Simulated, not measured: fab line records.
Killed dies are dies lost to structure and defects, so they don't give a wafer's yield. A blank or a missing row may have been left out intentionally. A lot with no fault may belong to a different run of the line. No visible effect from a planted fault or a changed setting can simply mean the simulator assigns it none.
fab line records ; flow n5-finfet
record: lots: 6; wafers: 18; last-day: 17
route steps=1938 shown PASSIVATION@1900
lots untouched by any fault: they come from a run of this same line in which no faults occurred
start-h: hours from the record's first day to the start of the lot's first wafer shown ; wait-h: how many hours have passed since the lot's step before this one ; " the same as in the row above ; L1.1+2: a row that stands for several wafers ; - either no value or no given start ; * or withheld: withheld ; < > ~ a bound
route shown NAME@n: a module of which the file shows steps, and the number in the route of the first ; usual: mean and standard deviation over wafers with no fault ; same: alike in all rows ; chamber/n: place in a boat ; sites: per-site readings ; _std_site: their standard deviation ; _edge_site: mean of outer sites minus mean of inner sites ; radius-mm: for every site, how far away it sits from the centre of the wafer ; mask NAME#n: copy n ; behind: the tool/chamber that last shaped the wafer ; hold: the reason the lot was held/the length of the hold in hours/how it ended ; device: whichever transistor did not switch (one of n, p or np) ; end of line: at the end of the route, the tests of the same wafers ; a step without rows: its recipe alone ; killed: not the wafer's yield, but the dies lost to structure and defects at the first sort ; map: the dies of a wafer, with x for killed, . for not killed, _ for no die there
set.NAME: the setting the step ran with; set.NAME@STEP: the setting that earlier step ran with ; model.NAME: the simulator's own value behind a step, which no gauge read
lots at some steps of the route; a table a step, a row a wafer
services: the hour from which a tool's chamber was out of use, counted from the record's first day as start-h (under 0 if before that day), plus the number of hours and why
== steps ==
step: N5_PASSIVATION_SOFTBAKE_25
recipe: temp-c: 100; time-s: 90
step: N5_PASSIVATION_EXPOSE_27
recipe: mask-id: PAD; na: 0.55; source-shape: conventional; sigma-outer: 0.8; polarization: unpolarized; defocus-nm: 0; dose-mj: 32.3
step: N5_PASSIVATION_PEB_28
recipe: peb-temp-c: withheld; peb-time-s: *
step: N5_PASSIVATION_DEVELOP_29
recipe: develop-time-s: 60; rinse-liquid: diw; dry: air-spin; dev-temp-c: 21
step: N5_PASSIVATION_HARDBAKE_31
recipe: temp-c: 130; time-s: 120
step: N5_PASSIVATION_CD_MEAS_30
recipe: target-cd-nm: 4000; landing-energy-ev: 500; detector: se-inlens; polarity: opening
usual: cd-nm: 4000.6/1.5
lot.wafer;tool;chamber;start-h;wait-h;cd-nm
L932.1;cd-sem-01;0;265.10;-;4001.6
L932.4;cd-sem-01;0;265.10;-;4002.4
L932.6;cd-sem-01;0;265.10;-;4003.4
L935.2;cd-sem-02;0;285.40;-;3999.4
L935.4;cd-sem-02;0;285.40;-;4000.3
L935.5;cd-sem-02;0;285.40;-;4000.4
L948.4;cd-sem-03;0;359.75;-;4001.9
L948.5;cd-sem-03;0;359.75;-;4002.7
L948.6;cd-sem-03;0;359.75;-;4001.4
L946.3;cd-sem-02;0;367.91;-;3999.0
L946.5;cd-sem-02;0;367.91;-;3999.0
L946.6;cd-sem-02;0;367.91;-;4000.9
L947.1;cd-sem-02;0;368.29;-;4003.5
L947.2;cd-sem-02;0;368.29;-;4004.0
L947.4;cd-sem-02;0;368.29;-;4001.0
L954.1;cd-sem-01;0;394.64;-;3999.5
L954.5;cd-sem-01;0;394.64;-;4000.2
L954.6;cd-sem-01;0;394.64;-;4001.1
step: N5_PASSIVATION_OVL_MEAS_63
recipe: points-per-wafer: 44
usual: PAD_OVL: -3/6.4
lot.wafer;tool;chamber;start-h;wait-h;PAD_OVL[nm]
L932.1;overlay-02;0;265.13;0.0;-18
L932.4;overlay-02;0;265.13;0.0;-13
L932.6;overlay-02;0;265.13;0.0;0
L935.2;overlay-02;0;285.43;0.0;3
L935.4;overlay-02;0;285.43;0.0;9
L935.5;overlay-02;0;285.43;0.0;-6
L948.4;overlay-02;0;359.77;0.0;0
L948.5;overlay-02;0;359.77;0.0;2
L948.6;overlay-02;0;359.77;0.0;3
L946.3;overlay-02;0;367.94;0.0;-4
L946.5;overlay-02;0;367.94;0.0;-1
L946.6;overlay-02;0;367.94;0.0;-6
L947.1;overlay-01;0;368.32;0.0;-3
L947.2;overlay-01;0;368.32;0.0;6
L947.4;overlay-01;0;368.32;0.0;6
L954.1;overlay-01;0;394.67;0.0;11
L954.5;overlay-01;0;394.67;0.0;0
L954.6;overlay-01;0;394.67;0.0;3
step: N5_PASSIVATION_INSPECT_64
recipe: mode: adi; inspect-instrument: macro
usual: raw-defect-count: 2/1.4
lot.wafer;tool;chamber;start-h;wait-h;raw-defect-count
L932.1;defect-inspect-01;-;265.16;0.0;1
L932.4;defect-inspect-01;-;265.16;0.0;5
L932.6;defect-inspect-01;-;265.16;0.0;3
L935.2;defect-inspect-01;-;285.45;0.0;4
L935.4;defect-inspect-01;-;285.45;0.0;3
L935.5;defect-inspect-01;-;285.45;0.0;1
L948.4;defect-inspect-01;-;359.80;0.0;0
L948.5;defect-inspect-01;-;359.80;0.0;5
L948.6;defect-inspect-01;-;359.80;0.0;3
L946.3;defect-inspect-01;-;367.96;0.0;5
L946.5;defect-inspect-01;-;367.96;0.0;3
L946.6;defect-inspect-01;-;367.96;0.0;0
L947.1;defect-inspect-02;-;368.34;0.0;3
L947.2;defect-inspect-02;-;368.34;0.0;2
L947.4;defect-inspect-02;-;368.34;0.0;1
L954.1;defect-inspect-02;-;394.69;0.0;2
L954.5;defect-inspect-02;-;394.69;0.0;2
L954.6;defect-inspect-02;-;394.69;0.0;5
step: N5_PASSIVATION_DESCUM_32
recipe: chemistry: O2; time-s: 7.9; source-power-w: 50; bias-power-w: 20; pressure-mtorr: 20; rf-frequency-hz: 2.712e+07; temp-c: 40; o2-flow-sccm: 225
usual: drypump-motor-current-A: 5.6/0.52; oes-product-au: 0.80/0.061; rf-vpp-V: 243.4/1.2; showerhead-plenum-p-Torr: 2.11/0.069; throttle-valve-pct: 20.35/0.17
lot.wafer;tool;chamber;start-h;wait-h;drypump-motor-current-A;oes-product-au;rf-hours-counter-h;rf-vpp-V;showerhead-plenum-p-Torr;throttle-valve-pct
L932.1;rie-diel-03;1;265.25;0.1;5.7;0.86;53;245.3;2.13;20.20
L932.4;rie-diel-03;3;265.25;0.1;4.9;0.71;212;243.1;2.07;20.55
L932.6;rie-diel-03;3;265.25;0.1;4.9;0.71;-;242.3;2.07;20.55
L935.2;rie-diel-02;2;285.55;0.1;5.5;0.86;51;241.8;2.03;20.18
L935.4;rie-diel-02;0;285.55;0.1;6.2;0.87;45;245.0;2.23;20.27
L935.5;rie-diel-02;1;285.55;0.1;4.9;0.79;-;244.1;2.10;20.26
L948.4;rie-diel-02;3;359.86;0.1;4.7;0.70;-;243.2;2.05;20.47
L948.5;rie-diel-02;0;359.86;0.1;6.3;0.83;-;244.9;2.21;20.31
L948.6;rie-diel-02;2;359.86;0.1;5.5;0.83;-;242.1;2.02;20.22
L946.3;rie-diel-02;1;368.04;0.1;4.9;0.77;143;242.6;2.09;20.29
L946.5;rie-diel-02;1;368.04;0.1;4.9;0.77;-;244.9;2.09;20.31
L946.6;rie-diel-02;0;368.04;0.1;6.2;0.83;-;245.7;2.21;20.32
L947.1;rie-diel-03;3;368.50;0.2;4.9;0.68;243;243.8;2.06;20.60
L947.2;rie-diel-03;2;368.50;0.2;5.4;0.82;72;243.1;2.03;20.17
L947.4;rie-diel-03;1;368.50;0.2;5.7;0.82;89;242.7;2.12;20.25
L954.1;rie-diel-02;0;394.72;0.0;6.3;0.82;93;244.5;2.21;20.30
L954.5;rie-diel-02;3;394.72;0.0;4.7;0.97;-;241.9;2.05;20.15
L954.6;rie-diel-02;2;394.72;0.0;5.5;0.81;-;242.0;2.02;20.22
step: N5_PASSIVATION_AL_ETCH_33
recipe: chemistry: Cl2/BCl3; target-depth-a: 28000; over-etch-frac: 0.15; Cl2_flow_sccm: 180; bcl3-flow-sccm: 60; target: Al; stop-on: TaN; time-s: 466.7; ion-energy-ev: 100; pressure-mtorr: 10; icp-w: 900; bias-w: 100
step: N5_PASSIVATION_ETCH_59
recipe: chemistry: Cl2/BCl3; target: TaN; target-depth-a: 650; time-s: 34.9; ion-energy-ev: 100; pressure-mtorr: 10; icp-w: 900; bias-w: 100; Cl2_flow_sccm: 60; bcl3-flow-sccm: 30
usual: bcl3-flow-sccm: 29.98/0.08; drypump-motor-current-A: 5.5/0.6; oes-product-au: 0.76/0.059; throttle-valve-pct: 21.06/0.21
lot.wafer;tool;chamber;start-h;wait-h;bcl3-flow-sccm;drypump-motor-current-A;oes-product-au;rf-hours-counter-h;throttle-valve-pct
L932.1;rie-metal-01;1;265.75;0.3;29.98;5.4;0.70;76;21.13
L932.4;rie-metal-01;1;265.75;0.3;30.02;5.4;0.71;-;21.15
L932.6;rie-metal-01;1;265.75;0.3;29.92;5.4;0.71;-;21.14
L935.2;rie-metal-03;0;286.04;0.3;29.71;4.8;0.76;51;21.31
L935.4;rie-metal-03;1;286.04;0.3;29.88;4.7;0.78;-;21.08
L935.5;rie-metal-03;0;286.04;0.3;29.86;4.8;0.75;-;21.33
L948.4;rie-metal-02;1;360.35;0.2;29.94;5.3;0.87;-;21.01
L948.5;rie-metal-02;0;360.35;0.2;29.96;6.4;0.80;-;21.20
L948.6;rie-metal-02;1;360.35;0.2;29.97;5.3;0.88;-;21.02
L946.3;rie-metal-03;0;368.56;0.2;30.08;4.8;0.73;-;21.39
L946.5;rie-metal-03;0;368.56;0.2;29.98;4.8;0.73;-;21.37
L946.6;rie-metal-03;1;368.56;0.2;29.89;4.7;0.75;-;21.14
L947.1;rie-metal-01;1;369.01;0.3;30.08;5.4;0.69;88;21.17
L947.2;rie-metal-01;0;369.01;0.3;29.93;6.1;0.73;59;20.69
L947.4;rie-metal-01;1;369.01;0.3;29.95;5.4;0.69;-;21.17
L954.1;rie-metal-02;1;395.21;0.3;29.92;5.3;0.86;14;21.00
L954.5;rie-metal-02;0;395.21;0.3;30.07;6.4;0.78;-;21.22
L954.6;rie-metal-02;1;395.21;0.3;29.85;5.3;0.86;-;21.01
step: N5_PASSIVATION_STRIP_34
recipe: chemistry: O2; power-w: 600; temp-c: 60; pressure-mtorr: 30; rf-frequency-hz: 6e+07; bias-power-w: 0; overash-fraction: 2; o2-flow-sccm: 225
step: N5_PASSIVATION_STRIP_51
recipe: chemistry: post-etch-residue-remover; time-s: 1200; temp-c: 72.5
lot.wafer;tool;chamber;start-h;wait-h
L932.1+4+6;wet-bench-01;5,3,2;265.97;-
L935.2+4+5;wet-bench-03;0,6,1;286.34;-
L948.4+5+6;wet-bench-02;1,6,2;360.50;-
L946.3+5+6;wet-bench-01;3,1,5;368.81;-
L947.1+2+4;wet-bench-01;1,4,0;369.22;-
L954.1+5+6;wet-bench-03;7,1,4;395.40;-
step: N5_PASSIVATION_CLEAN_69
recipe: chemistry: IPA; time-s: 180; temp-c: 25
step: N5_PASSIVATION_SRD_70
recipe: dry: ipa-marangoni; time-s: 30; temp-c: 23; rinse-liquid: diw
step: N5_PASSIVATION_PECVD_53
recipe: material: SiO2; target-thk-a: 8000; temp-c: 400; precursor: TEOS/O2; pressure-torr: 6.5; rf-w: withheld; teos-flow-sccm: withheld; gas: O2; flow-sccm: 2650; time-s: 169.4
step: N5_PASSIVATION_PECVD_35
recipe: material: SiNx; target-thk-a: 7000; temp-c: 400; precursor: SiH4/NH3/N2; pressure-torr: 4.9; rf-w: 1406; time-s: 151.3
usual: heater-power-w: 381/100; showerhead-plenum-p-Torr: 8.67/0.053; throttle-valve-pct: 29.6/1.9
lot.wafer;tool;chamber;start-h;wait-h;heater-power-w;showerhead-plenum-p-Torr;throttle-valve-pct
L932.1;pecvd-02;0;266.51;0.1;305;8.71;29.7
L932.4;pecvd-02;1;266.51;0.1;403;8.55;28.3
L932.6;pecvd-02;0;266.51;0.1;326;8.74;29.7
L935.2;pecvd-01;2;286.88;0.1;201;8.62;29.2
L935.4;pecvd-01;2;286.88;0.1;226;8.64;29.3
L935.5;pecvd-01;1;286.88;0.1;388;8.67;28.3
L948.4;pecvd-02;1;361.14;0.1;386;8.57;28.4
L948.5;pecvd-02;0;361.14;0.1;323;8.72;29.9
L948.6;pecvd-02;2;361.14;0.1;460;8.67;28.2
L946.3;pecvd-01;2;369.36;0.1;251;8.63;29.1
L946.5;pecvd-01;2;369.36;0.1;129;8.62;29.5
L946.6;pecvd-01;1;369.36;0.1;394;8.68;28.3
L947.1;pecvd-02;1;369.76;0.1;391;8.55;28.2
L947.2;pecvd-02;2;369.76;0.1;572;8.65;28.0
L947.4;pecvd-02;0;369.76;0.1;255;8.73;29.8
L954.1;pecvd-02;2;395.94;0.1;549;8.70;27.9
L954.5;pecvd-02;0;395.94;0.1;296;8.72;29.7
L954.6;pecvd-02;1;395.94;0.1;386;8.57;28.2
step: N5_PASSIVATION_HMDS_37
recipe: time-s: 60; temp-c: 120
step: N5_PASSIVATION_COAT_38
recipe: spin-rpm: 3000; resist-thk-nm: withheld
step: N5_PASSIVATION_EBR_40
recipe: solvent: PGMEA; ebr-width-mm: 1.5
step: N5_PASSIVATION_SOFTBAKE_39
recipe: temp-c: 110; time-s: 120
step: N5_PASSIVATION_EXPOSE_41
recipe: mask-id: PASS_OPEN; na: 0.55; defocus-nm: 0; source-shape: conventional; sigma-outer: 0.8; polarization: unpolarized; target-cd-nm: 40000; dose-mj: 57.25
step: N5_PASSIVATION_PEB_42
recipe: peb-temp-c: withheld; peb-time-s: *
step: N5_PASSIVATION_DEVELOP_43
recipe: develop-time-s: 60; rinse-liquid: diw; dry: air-spin; dev-temp-c: 21
step: N5_PASSIVATION_HARDBAKE_45
recipe: temp-c: 130; time-s: 120
step: N5_PASSIVATION_CD_MEAS_44
recipe: target-cd-nm: 40000; landing-energy-ev: 500; detector: se-inlens
usual: cd-nm: 40000/3.3
lot.wafer;tool;chamber;start-h;wait-h;cd-nm
L932.1;cd-sem-03;0;267.07;-;40003
L932.4;cd-sem-03;0;267.07;-;40002
L932.6;cd-sem-03;0;267.07;-;40006
L935.2;cd-sem-03;0;287.44;-;39998
L935.4;cd-sem-03;0;287.44;-;39998
L935.5;cd-sem-03;0;287.44;-;39994
L948.4;cd-sem-01;0;361.52;-;39998
L948.5;cd-sem-01;0;361.52;-;39994
L948.6;cd-sem-01;0;361.52;-;39997
L946.3;cd-sem-01;0;369.79;-;40000
L946.5;cd-sem-01;0;369.79;-;39997
L946.6;cd-sem-01;0;369.79;-;40002
L947.1;cd-sem-03;0;370.19;-;40006
L947.2;cd-sem-03;0;370.19;-;40002
L947.4;cd-sem-03;0;370.19;-;40003
L954.1;cd-sem-01;0;396.37;-;39997
L954.5;cd-sem-01;0;396.37;-;39997
L954.6;cd-sem-01;0;396.37;-;39999
step: N5_PASSIVATION_OVL_MEAS_66
recipe: points-per-wafer: 44
usual: PASS_OPEN_OVL: -2/5.6
lot.wafer;tool;chamber;start-h;wait-h;PASS_OPEN_OVL[nm]
L932.1;overlay-02;0;267.10;0.0;1
L932.4;overlay-02;0;267.10;0.0;-8
L932.6;overlay-02;0;267.10;0.0;-9
L935.2;overlay-01;0;287.47;0.0;-1
L935.4;overlay-01;0;287.47;0.0;1
L935.5;overlay-01;0;287.47;0.0;-1
L948.4;overlay-02;0;361.54;0.0;-9
L948.5;overlay-02;0;361.54;0.0;6
L948.6;overlay-02;0;361.54;0.0;-8
L946.3;overlay-01;0;369.82;0.0;-5
L946.5;overlay-01;0;369.82;0.0;3
L946.6;overlay-01;0;369.82;0.0;-11
L947.1;overlay-01;0;370.22;0.0;-6
L947.2;overlay-01;0;370.22;0.0;-4
L947.4;overlay-01;0;370.22;0.0;-2
L954.1;overlay-01;0;396.40;0.0;0
L954.5;overlay-01;0;396.40;0.0;-7
L954.6;overlay-01;0;396.40;0.0;0
step: N5_PASSIVATION_DESCUM_46
recipe: chemistry: O2; time-s: 7.9; source-power-w: 50; bias-power-w: 20; pressure-mtorr: 20; rf-frequency-hz: 2.712e+07; temp-c: 40; o2-flow-sccm: 225
usual: drypump-motor-current-A: 5.5/0.53; oes-product-au: 0.80/0.063; rf-vpp-V: 243.4/1.4; showerhead-plenum-p-Torr: 2.11/0.069; throttle-valve-pct: 20.33/0.16
lot.wafer;tool;chamber;start-h;wait-h;drypump-motor-current-A;oes-product-au;rf-hours-counter-h;rf-vpp-V;showerhead-plenum-p-Torr;throttle-valve-pct
L932.1;rie-diel-03;1;267.21;0.1;5.7;0.85;53;243.4;2.13;20.18
L932.4;rie-diel-03;3;267.21;0.1;4.9;0.71;213;244.5;2.07;20.56
L932.6;rie-diel-03;0;267.21;0.1;6.0;0.82;-;245.2;2.20;20.36
L935.2;rie-diel-02;0;287.53;0.0;6.2;0.89;46;243.6;2.22;20.24
L935.4;rie-diel-02;1;287.53;0.0;4.9;0.77;124;244.6;2.10;20.28
L935.5;rie-diel-02;1;287.53;0.0;4.9;0.78;-;241.8;2.10;20.26
L948.4;rie-diel-02;2;361.62;0.0;5.5;0.81;-;241.4;2.02;20.22
L948.5;rie-diel-02;3;361.62;0.0;4.7;0.69;-;243.0;2.05;20.50
L948.6;rie-diel-02;0;361.62;0.0;6.2;0.82;-;244.9;2.21;20.30
L946.3;rie-diel-03;2;369.88;0.0;5.4;0.82;72;240.4;2.03;20.16
L946.5;rie-diel-03;3;369.88;0.0;4.9;0.68;-;243.8;2.06;20.60
L946.6;rie-diel-03;0;369.88;0.0;6.0;0.79;-;243.6;2.18;20.43
L947.1;rie-diel-02;0;370.28;0.0;6.3;0.82;84;244.7;2.21;20.30
L947.2;rie-diel-02;2;370.28;0.0;5.5;0.81;89;242.4;2.02;20.21
L947.4;rie-diel-02;2;370.28;0.0;5.5;0.82;-;242.3;2.02;20.24
L954.1;rie-diel-02;0;396.46;0.0;6.3;0.81;93;244.4;2.21;20.31
L954.5;rie-diel-02;1;396.46;0.0;4.9;0.76;-;242.7;2.09;20.31
L954.6;rie-diel-02;0;396.46;0.0;6.3;0.81;-;244.3;2.21;20.32
step: N5_PASSIVATION_PASS_ETCH_47
recipe: chemistry: CF4/O2; target: SiNx; target-depth-a: 7700; time-s: 385; ion-energy-ev: 100; pressure-mtorr: 40; source-w: 535; bias-w: 49; Ar_flow_sccm: 100; cf4-flow-sccm: 100; O2_flow_sccm: 10
step: N5_PASSIVATION_ETCH_54
recipe: chemistry: CHF3/O2; target: SiO2; target-depth-a: 8800; CHF3_flow_sccm: 50; O2_flow_sccm: 5; Ar_flow_sccm: 200; time-s: 440; mask-material: PR; pressure-mtorr: 30; source-w: 650; bias-w: 170; ion-energy-ev: 200
usual: drypump-motor-current-A: 5.5/0.53; oes-product-au: 0.80/0.06; rf-vpp-V: 522/3.7; showerhead-plenum-p-Torr: 2.42/0.073; throttle-valve-pct: 18.71/0.17
lot.wafer;tool;chamber;start-h;wait-h;drypump-motor-current-A;oes-product-au;rf-hours-counter-h;rf-vpp-V;showerhead-plenum-p-Torr;throttle-valve-pct
L932.1;rie-diel-03;1;267.47;0.1;5.7;0.86;54;517;2.46;18.56
L932.4;rie-diel-03;3;267.47;0.1;4.9;0.71;213;528;2.38;18.91
L932.6;rie-diel-03;0;267.47;0.1;6.0;0.81;-;524;2.52;18.72
L935.2;rie-diel-02;0;287.79;0.1;6.2;0.87;46;520;2.55;18.59
L935.4;rie-diel-02;1;287.79;0.1;4.9;0.78;125;523;2.42;18.64
L935.5;rie-diel-02;1;287.79;0.1;4.9;0.78;-;523;2.42;18.64
L948.4;rie-diel-02;2;362.01;0.1;5.5;0.82;-;520;2.35;18.66
L948.5;rie-diel-02;3;362.01;0.1;4.7;0.69;-;521;2.37;18.97
L948.6;rie-diel-02;0;362.01;0.1;6.2;0.83;-;522;2.53;18.63
L946.3;rie-diel-03;2;370.14;0.1;5.4;0.83;73;519;2.34;18.51
L946.5;rie-diel-03;3;370.14;0.1;4.9;0.69;-;526;2.37;18.96
L946.6;rie-diel-03;0;370.14;0.1;6.0;0.78;-;523;2.50;18.78
L947.1;rie-diel-02;0;370.54;0.1;6.3;0.83;85;522;2.53;18.65
L947.2;rie-diel-02;2;370.54;0.1;5.5;0.82;89;521;2.35;18.68
L947.4;rie-diel-02;2;370.54;0.1;5.5;0.81;-;522;2.35;18.69
L954.1;rie-diel-02;0;396.72;0.1;6.2;0.82;94;521;2.53;18.68
L954.5;rie-diel-02;1;396.72;0.1;4.9;0.75;-;523;2.40;18.69
L954.6;rie-diel-02;0;396.72;0.1;6.2;0.81;-;521;2.53;18.66
step: N5_PASSIVATION_STRIP_48
recipe: chemistry: O2; power-w: 600; temp-c: 60; pressure-mtorr: 30; rf-frequency-hz: 6e+07; bias-power-w: 0; overash-fraction: 0.5; o2-flow-sccm: 225
step: N5_PASSIVATION_STRIP_52
recipe: chemistry: post-etch-residue-remover; time-s: 1200; temp-c: 72.5
step: N5_PASSIVATION_CLEAN_71
recipe: chemistry: IPA; time-s: 180; temp-c: 25
step: N5_PASSIVATION_SRD_72
recipe: dry: ipa-marangoni; time-s: 30; temp-c: 23; rinse-liquid: diw
step: N5_PASSIVATION_ANNEAL_56
recipe: temp-c: 400; time-s: 1800; ambient: FGA; idle-temp-c: 300; ramp-up-c-per-min: 5; ramp-down-c-per-min: 3
step: N5_PASSIVATION_PROBE_49
usual: defect-limited-yield: 91.3/1.3; killed_at_M0_to_M3: 35/13; killed_at_M4_up: 13/5.2; killed-at-contacts: 12/6.2; killed-at-front-end: 39/9.6; killed-at-other: 3.1/2.6; killed-dies: 102/16; killed-open: 68/13; killed-short: 33/6.9; sort_bin_5_function: 5.1/0.87; sort_bin_6_memory: 3.3/0.67; sort-n-pass: 1078/16; sort-yield-pct: 91.3/1.3
same: gross-dies: 1180; killed-at-back-side: 0; sort_bin_4_leakage[%]: 0; sort_bin_8_speed[%]: 0
lot.wafer;tool;chamber;start-h;wait-h;defect-limited-yield[%];killed_at_M0_to_M3;killed_at_M4_up;killed-at-contacts;killed-at-front-end;killed-at-other;killed-dies;killed-open;killed-short;sort_bin_5_function[%];sort_bin_6_memory[%];sort-n-pass;sort-yield-pct[%]
L946.3;prober-01;-;373.02;0.1;85.7;16;6;8;41;98;169;52;18;9.2;2.5;1011;85.7
L946.5;prober-01;-;373.12;0.2;82.7;21;11;15;33;124;204;54;22;10.5;4.0;976;82.7
L946.6;prober-01;-;373.17;0.3;81.9;29;9;14;42;119;213;67;27;10.8;4.3;967;81.9
L947.1;prober-01;-;373.32;0.0;82.8;21;8;17;31;126;203;60;19;10.7;4.2;977;82.8
L947.2;prober-01;-;373.37;0.1;80.5;24;17;13;37;139;230;63;38;11.7;5.6;950;80.5
L947.4;prober-01;-;373.47;0.2;86.6;25;12;24;37;60;158;69;29;8.1;3.6;1022;86.6
killed by level:class
L946.3 PASSIVATION:unspecified=98 STI_FIN_REVEAL:geometric-particle:open=11 FIN_SAQP:geometric-particle:open=7 MOL_CONTACT_COAG:geometric-particle:open=7 FIN_SAQP:geometric-particle:short=5 DUMMY_GATE:geometric-particle:open=5 BEOL_M2:geometric-particle:open=4 BEOL_M0_SAQP:geometric-particle:open=3
L946.5 PASSIVATION:unspecified=124 MOL_CONTACT_COAG:geometric-particle:open=13 FIN_SAQP:geometric-particle:open=10 BEOL_M2:geometric-particle:open=7 DUMMY_GATE:geometric-particle:open=4 BEOL_M0_SAQP:geometric-particle:short=4 BEOL_M0_SAQP:geometric-particle:open=4 BEOL_M3:geometric-particle:open=4
L946.6 PASSIVATION:unspecified=118 FIN_SAQP:geometric-particle:open=14 MOL_CONTACT_COAG:geometric-particle:open=12 BEOL_M2:geometric-particle:open=9 FIN_SAQP:geometric-particle:short=8 BEOL_M3:geometric-particle:open=8 STI_FIN_REVEAL:geometric-particle:open=5 DUMMY_GATE:geometric-particle:open=4
L947.1 PASSIVATION:unspecified=123 MOL_CONTACT_COAG:geometric-particle:open=15 DUMMY_GATE:geometric-particle:open=9 STI_FIN_REVEAL:geometric-particle:open=6 BEOL_M2:geometric-particle:open=6 FIN_SAQP:geometric-particle:open=3 DUMMY_GATE:geometric-particle:short=3 GATE_CUT:geometric-particle:open=3
L947.2 PASSIVATION:unspecified=129 MOL_CONTACT_COAG:geometric-particle:open=10 BEOL_M2:geometric-particle:open=8 FIN_SAQP:geometric-particle:short=7 FIN_SAQP:geometric-particle:open=6 STI_FIN_REVEAL:geometric-particle:open=6 DUMMY_GATE:geometric-particle:open=6 BEOL_M0_SAQP:geometric-particle:short=4
L947.4 PASSIVATION:unspecified=60 MOL_CONTACT_COAG:geometric-particle:open=21 FIN_SAQP:geometric-particle:open=9 DUMMY_GATE:geometric-particle:open=9 FIN_SAQP:geometric-particle:short=7 BEOL_M2:geometric-particle:open=5 BEOL_M4:geometric-particle:open=5 BEOL_M0_SAQP:geometric-particle:open=4
map L946.6 (x killed, . not)
_________________......x.....________________
______________........xx.xx....x_____________
___________..........xxxxxx.xx.x...__________
__________........xxxxxxxxxxxxx..x.._________
________x.........xxxxxxxxxxxxx..x...._______
_______.x........xxxxxxxxxxxxx.x.......______
______.......x..x..xxxxxxxxxxxx.x......x_____
_____.............xxxxxxxxxxxx..x..x.....____
____........xx...xxxxxxxxxxxxx........x...___
___...........x....xxxxxxxxxxxxxx..........__
___x...x....x..x......xxxxxxxx.............__
__....x....x.......x..xxx.x................._
__.x....x.........x...x....................._
_..................x.x..x....................
_...xx......x........x............x....x.....
_.....x..........x....x..x..........x........
_.....x.x.........x....................xx....
_..........................x.x.......x...x...
_....x.............x..x.....x................
_..........x......................x.........x
_x......x.x...x...x..........................
__.....x........................x...xx......_
__........x...............x......x.........._
___.................x.x....................__
___.....x..........x..........x......x....x__
____........x.....x.........x.............___
_____........x.x.x.x.x......x............____
______.............x...............x...._____
_______...............x................______
________...xx..................x......_______
__________...............x..x......._________
___________.......x................__________
______________........x..x......_____________
_________________.......x....________________
map L947.2 (x killed, . not)
_________________............________________
______________.................._____________
___________................x.......__________
__________x..x...x....x...x.x......._________
________.x...........x....xxxxx....x.._______
_______.............xxxxxxxxxxxxx..x...______
______.x...............xxxxxxxxxxxxx...._____
_____......x........xx.xxxxxxxxxxxx..x...____
____.........x.x.....xxxxxxxxxxxx.xx.x....___
___..x...x........x..xx.xxxxxxxxxxxx.....x.__
___......x.......xxxx.xxxxxxxxx.xxx.xx.x...__
__.......xx...x..x...x.xxxxxxxxxxxx...x....._
__..x....x..x.....x.xxxxxx.xxxxxxxx........._
_..x...................x.xxxx.x.x............
_.x.......................xx..x........x.....
_...xx...x..x....x.........x...............x.
_........x.x..............xx.x.x..x..........
_.x.x.x........x......x...x..................
_......xx....x.............x...............x.
_.............x....x..x.......x..x...........
_........x...........x.......x..........x..x.
__.x.................x...x.......x........x._
__...........................x..x..x........_
___.....................x..................__
___.................x....x.................__
____........................x..x......x...___
_____...x.............x...x..x...........____
______.....x....................x......._____
_______.x...........................x..______
________.x......x....................._______
__________........x......x.x.x.x...._________
___________............x........x..__________
______________..........x......._____________
_________________............________________
== services ==
tool;chamber;start-h;hours;kind
rie-metal-02;0;246.38;7.4;repair
pecvd-02;1;254.24;5.4;repair
rie-metal-02;-;261.59;17.4;repair
rie-metal-03;0;263.45;13.8;repair
rie-metal-03;-;269.27;1.2;repair
rie-diel-03;3;301.67;7.3;repair
pecvd-02;-;323.11;2.0;repair
pecvd-02;1;351.24;3.6;repair
pecvd-01;0;352.32;2.8;repair
pecvd-01;1;352.88;5.5;scheduled-down
rie-diel-02;3;365.02;-;clean
rie-diel-02;3;365.02;-;consumable-replace:focus-ring
rie-diel-02;3;365.02;15.8;scheduled-down
rie-diel-02;3;365.02;15.8;vent-cycle
rie-diel-02;2;375.59;1.2;repair
rie-diel-03;3;391.01;-;clean
rie-diel-03;3;391.01;-;consumable-replace:focus-ring
== key ==
first-sign: step: N5_PASSIVATION_PROBE_49; reading: killed-at-other; direction: up; sigmas: 42; usual: 3.1; struck: 111
effect: step: N5_PASSIVATION_PROBE_49; reading: killed-dies; direction: up; sigmas: 6; usual: 102; struck: 196
more-kills-born-at: N5_PASSIVATION_STRIP_51@wet-bench-01: 652
met-at N5_PASSIVATION_STRIP_51
struck-wafers L946.3,L946.5,L946.6,L947.1,L947.2,L947.4
onset-between 265.97 368.81
fault: kind: chamber-particle-source; tool: wet-bench-01; chamber: -; onset-h: 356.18; steps: N5_PASSIVATION_STRIP_51; rate-per-visit-cm2: 0.89965; end-h: 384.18
